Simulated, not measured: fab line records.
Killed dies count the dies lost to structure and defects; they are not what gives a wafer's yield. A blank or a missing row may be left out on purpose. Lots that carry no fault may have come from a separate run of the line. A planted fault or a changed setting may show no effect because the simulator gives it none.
The tool behind it: which one? | flow n5_finfet | 42 wafers from 14 lots sampled at 3 of the route's 1938 steps

== WHAT EACH GAUGE READ, for each wafer ==
N5_HKMG_FIN_OVL_MEAS_50. Usual: NDIPOLE_OVL 0.9 nm, standard deviation 0.8.
lot  | measured    | on         | NDIPOLE_OVL (nm) | flag
L520 | day 4 05:08 | overlay-02 | -0.2 -0.3 0.5    |
L521 | day 4 07:06 | overlay-02 | 2.4 1.0 1.5      |
L523 | day 4 17:18 | overlay-02 | 1.4 1.0 1.6      |
L524 | day 5 00:29 | overlay-01 | 2.9 2.4 1.4      |
L526 | day 5 12:11 | overlay-02 | 0.7 0.4 1.5      |
L527 | day 5 19:32 | overlay-02 | 0.8 1.3 1.3      |
L528 | day 5 23:25 | overlay-02 | 0.2 0.1 0.1      |
L529 | day 6 06:15 | overlay-01 | 0.7 0.8 0.7      |
L533 | day 7 06:47 | overlay-01 | 1.9 1.6 1.8      |
L538 | day 8 15:37 | overlay-01 | - - -            | OFF
L539 | day 8 21:35 | overlay-01 | - - -            | OFF
L540 | day 9 02:16 | overlay-01 | 0.7 0.8 0.6      |
L541 | day 9 05:07 | overlay-02 | 1.3 2.3 1.3      |
L542 | day 9 17:02 | overlay-02 | -0.2 0.1 0.7     |

== WHICH TOOL RAN EACH LOT (tool, then ch and the chambers of the sampled wafers, then the start) ==
lot  | N5_HKMG_FIN_HK_ALD_01           | N5_HKMG_FIN_PEB_47
L520 | ald_hk-02 ch 0,1,3, day 4 04:04 | litho_track-05 ch 0, day 4 05:03
L521 | ald_hk-02 ch 0,3, day 4 06:01   | litho_track-01 ch 0, day 4 07:00
L523 | ald_hk-03 ch 0,2,3, day 4 16:26 | litho_track-02 ch 0, day 4 17:13
L524 | ald_hk-03 ch 0,1, day 4 23:31   | litho_track-05 ch 0, day 5 00:23
L526 | ald_hk-01 ch 0,1,3, day 5 11:08 | litho_track-01 ch 0, day 5 12:06
L527 | ald_hk-03 ch 0,1,2, day 5 18:41 | litho_track-05 ch 0, day 5 19:26
L528 | ald_hk-03 ch 1,2, day 5 22:32   | litho_track-01 ch 0, day 5 23:19
L529 | ald_hk-01 ch 1,2,3, day 6 04:58 | litho_track-05 ch 0, day 6 06:09
L533 | ald_hk-03 ch 0,1,2, day 7 05:56 | litho_track-01 ch 0, day 7 06:41
L538 | ald_hk-02 ch 0,1,3, day 8 14:37 | litho_track-05, day 8 15:31
L539 | ald_hk-03 ch 0,1,3, day 8 20:44 | litho_track-01, day 8 21:29
L540 | ald_hk-03 ch 0,2,3, day 9 01:17 | litho_track-05 ch 0, day 9 02:10
L541 | ald_hk-03 ch 0,2, day 9 04:08   | litho_track-02 ch 0, day 9 05:01
L542 | ald_hk-03 ch 0,2,3, day 9 16:11 | litho_track-05 ch 0, day 9 16:56
- N5_HKMG_FIN_HK_ALD_01: deposits HfO2, target thk 1.6 nm, pulse time 3 s, purge time 3 s.
- N5_HKMG_FIN_PEB_47: peb time 60 s.

== WHAT THE TOOLS THEMSELVES READ (means of the sampled wafers that have a number; where no wafer has one, the mark that the record gives instead) ==
N5_HKMG_FIN_HK_ALD_01. Usual: 1.002 for precursor_pulse_height_rel, sd 0.021.
lot  | tool      | precursor_pulse_height_rel | flag
L520 | ald_hk-02 | 1.001                      |
L521 | ald_hk-02 | 0.999                      |
L523 | ald_hk-03 | 1.000                      |
L524 | ald_hk-03 | 0.988                      |
L526 | ald_hk-01 | 1.006                      |
L527 | ald_hk-03 | 0.998                      |
L528 | ald_hk-03 | 0.990                      |
L529 | ald_hk-01 | 1.015                      |
L533 | ald_hk-03 | 0.988                      |
L538 | ald_hk-02 | 0.998                      |
L539 | ald_hk-03 | 1.019                      |
L540 | ald_hk-03 | 0.998                      |
L541 | ald_hk-03 | 0.975                      |
L542 | ald_hk-03 | 1.012                      |

N5_HKMG_FIN_PEB_47. Usual: chill_plate_temp_C 22.99 C, standard deviation 0.11; exhaust_pa 44.9 Pa, standard deviation 0.93; resist_line_temp_C 23.00 C, standard deviation 0.1.
lot  | tool           | chill_plate_temp_C (C) | exhaust_pa (Pa) | resist_line_temp_C (C) | flag
L520 | litho_track-05 | 22.97                  | 44.3            | 23.05                  |
L521 | litho_track-01 | 22.90                  | 44.4            | 23.01                  |
L523 | litho_track-02 | 23.00                  | 45.0            | 23.17                  |
L524 | litho_track-05 | 22.99                  | 44.4            | 22.97                  |
L526 | litho_track-01 | 22.88                  | 44.5            | 23.01                  |
L527 | litho_track-05 | 22.85                  | 44.6            | 22.95                  |
L528 | litho_track-01 | 22.88                  | 45.4            | 23.06                  |
L529 | litho_track-05 | 23.03                  | 45.5            | 22.93                  |
L533 | litho_track-01 | 22.97                  | 43.4            | 23.10                  |
L538 | litho_track-05 | -                      | -               | -                      | OFF
L539 | litho_track-01 | -                      | -               | -                      | OFF
L540 | litho_track-05 | 23.05                  | 45.1            | 23.00                  |
L541 | litho_track-02 | 23.08                  | 44.7            | 23.09                  |
L542 | litho_track-05 | 22.98                  | 45.4            | 22.96                  |

== THE ANSWER, worked out from the rows above alone ==
Rule: lot off if the mean of its wafers having a number is beyond 3 standard deviations from the usual mean. Also off: a lot with no number at a reading for which 4 or more lots have one. The other lots that the step has rows for count as sound. After the gauges, taken in route order, come the tools' own readings; for these a lot's mean is taken, as printed above. The first step at which some lot is off is used, and at that step the reading that is off furthest; a lot without a number counts as furthest.
Off: L538, L539, seen at N5_HKMG_FIN_OVL_MEAS_50 (NDIPOLE_OVL). Without a number there: L538, L539.
A tool fits if, at a process step before that reading, it ran every lot that is off, and no sound lot after the first of them. Not tried: the gauges at N5_HKMG_FIN_OVL_MEAS_50; whatever is off there is also off at N5_HKMG_FIN_PEB_47, on other tools, and gauge error can't account for it. None of those tried fits.

== WHAT THE SIMULATOR HAD PUT IN ==
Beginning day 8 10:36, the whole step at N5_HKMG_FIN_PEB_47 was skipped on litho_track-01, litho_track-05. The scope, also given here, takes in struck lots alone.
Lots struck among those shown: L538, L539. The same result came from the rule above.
